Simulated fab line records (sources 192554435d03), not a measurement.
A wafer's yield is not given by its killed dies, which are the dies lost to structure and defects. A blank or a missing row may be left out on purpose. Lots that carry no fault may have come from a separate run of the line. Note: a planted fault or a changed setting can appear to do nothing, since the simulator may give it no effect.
Split-lot experiment :: flow n5Finfet :: 7 lots, 21 wafers read, on a route of 1938 steps

## SPLIT DETAILS
At N5_BEOL_M11_ETCH_41 (etches SiCN in CH3F/O2, target depth 42.6 nm, time 86 s), the setting timeS was moved away from the recipe's 86 s on 8 of the 21 wafers read, by -13.8% to +15.0%. For the rest of the wafers, this setting stayed at what the recipe calls for.

Reading taken at the split's own step.

## THE READING
etch.depthNm (the simulator's own value, which no gauge read), in nm, at N5_BEOL_M11_ETCH_41 (etches SiCN in CH3F/O2, target depth 42.6 nm, time 86 s). The file gives no usual value for it. The 13 wafers here that ran the recipe average 32.30 nm, standard deviation 0.92 nm.

wafer: L077.2
tool, chamber at the split: rieDiel-03, 3
timeS as run, s: 95.27
against the recipe: +10.8%
etch.depthNm, nm: 34.43
against lot-mates on the recipe: +2.73

wafer: L077.3
tool, chamber at the split: rieDiel-03, 1
timeS as run, s: 86
against the recipe: recipe
etch.depthNm, nm: 31.7
against lot-mates on the recipe: -

wafer: L077.4
tool, chamber at the split: rieDiel-03, 2
timeS as run, s: 95.27
against the recipe: +10.8%
etch.depthNm, nm: 36.06
against lot-mates on the recipe: +4.36

wafer: L082.1
tool, chamber at the split: rieDiel-03, 2
timeS as run, s: 86
against the recipe: recipe
etch.depthNm, nm: 32.36
against lot-mates on the recipe: -

wafer: L082.2
tool, chamber at the split: rieDiel-03, 0
timeS as run, s: 97.01
against the recipe: +12.8%
etch.depthNm, nm: 35.62
against lot-mates on the recipe: +3.26

wafer: L082.3
tool, chamber at the split: rieDiel-03, 1
timeS as run, s: 97.01
against the recipe: +12.8%
etch.depthNm, nm: 35.95
against lot-mates on the recipe: +3.59

wafer: L084.4
tool, chamber at the split: rieDiel-02, 0
timeS as run, s: 86
against the recipe: recipe
etch.depthNm, nm: 34.38
against lot-mates on the recipe: -

wafer: L084.5
tool, chamber at the split: rieDiel-02, 1
timeS as run, s: 86
against the recipe: recipe
etch.depthNm, nm: 31.26
against lot-mates on the recipe: -

wafer: L084.6
tool, chamber at the split: rieDiel-02, 0
timeS as run, s: 86
against the recipe: recipe
etch.depthNm, nm: 34.04
against lot-mates on the recipe: -

wafer: L083.1
tool, chamber at the split: rieDiel-03, 1
timeS as run, s: 86
against the recipe: recipe
etch.depthNm, nm: 32
against lot-mates on the recipe: -

wafer: L083.2
tool, chamber at the split: rieDiel-03, 2
timeS as run, s: 91.59
against the recipe: +6.5%
etch.depthNm, nm: 34.09
against lot-mates on the recipe: +2.36

wafer: L083.6
tool, chamber at the split: rieDiel-03, 0
timeS as run, s: 86
against the recipe: recipe
etch.depthNm, nm: 31.46
against lot-mates on the recipe: -

wafer: L085.1
tool, chamber at the split: rieDiel-03, 0
timeS as run, s: 86
against the recipe: recipe
etch.depthNm, nm: 31.89
against lot-mates on the recipe: -

wafer: L085.3
tool, chamber at the split: rieDiel-03, 3
timeS as run, s: 86
against the recipe: recipe
etch.depthNm, nm: 31.68
against lot-mates on the recipe: -

wafer: L085.5
tool, chamber at the split: rieDiel-03, 3
timeS as run, s: 86
against the recipe: recipe
etch.depthNm, nm: 31.76
against lot-mates on the recipe: -

wafer: L087.1
tool, chamber at the split: rieDiel-03, 2
timeS as run, s: 86
against the recipe: recipe
etch.depthNm, nm: 32.11
against lot-mates on the recipe: -

wafer: L087.4
tool, chamber at the split: rieDiel-03, 3
timeS as run, s: 98.91
against the recipe: +15.0%
etch.depthNm, nm: 36.19
against lot-mates on the recipe: +4.08

wafer: L087.5
tool, chamber at the split: rieDiel-03, 3
timeS as run, s: 98.91
against the recipe: +15.0%
etch.depthNm, nm: 35.79
against lot-mates on the recipe: +3.68

wafer: L096.3
tool, chamber at the split: rieDiel-01, 1
timeS as run, s: 86
against the recipe: recipe
etch.depthNm, nm: 32.21
against lot-mates on the recipe: -

wafer: L096.4
tool, chamber at the split: rieDiel-01, 2
timeS as run, s: 86
against the recipe: recipe
etch.depthNm, nm: 33.1
against lot-mates on the recipe: -

wafer: L096.5
tool, chamber at the split: rieDiel-01, 0
timeS as run, s: 74.17
against the recipe: -13.8%
etch.depthNm, nm: 28.11
against lot-mates on the recipe: -4.55

THE FIT
A straight line over all 21 wafers: etch.depthNm changes by +0.271 nm for each +1% of timeS; r = +0.92; the points scatter about the line by 0.83 nm.
The same after taking each lot's own level away (the mean of its wafers on the recipe; 21 wafers): +0.291 nm for each +1%; r = +0.95; scatter 0.7 nm.
That fit puts the effect of the largest move of timeS on the reading at 4.4 nm.
Across the lots, their own levels run from 31.700 to 33.227 nm, a range of 1.7 times the standard deviation given above.
The two slopes are in agreement: the lot-to-lot level therefore moves the slope only a little.
Check: with one of the wafers moved furthest among these (+15.0%) left out of the fit, the line predicts +4.38 nm for it against its lot-mates. Against them it came out at +4.08 nm.

## FURTHER SPLITS ON THESE WAFERS
Before the reading, these wafers also passed through other splits. Each is held against what the fit with the lots' levels taken away leaves over:
other split on the same wafers: N5_BEOL_M9_ETCH_62 sourceW
wafers away from the commonest value: 3
r with etch.depthNm (lot level and that fit taken away): -0.06

other split on the same wafers: N5_BEOL_M10_EXPOSE_25 doseMj
wafers away from the commonest value: 9
r with etch.depthNm (lot level and that fit taken away): +0.23

other split on the same wafers: N5_BEOL_M10_DEVELOP_27 developTimeS
wafers away from the commonest value: 7
r with etch.depthNm (lot level and that fit taken away): +0.30

other split on the same wafers: N5_BEOL_M11_TRENCH_ETCH_37 biasW
wafers away from the commonest value: 4
r with etch.depthNm (lot level and that fit taken away): +0.14

## FILE'S OWN FIT
etch.depthNm changes by +0.296 nm for each +1% of timeS, r = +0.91.
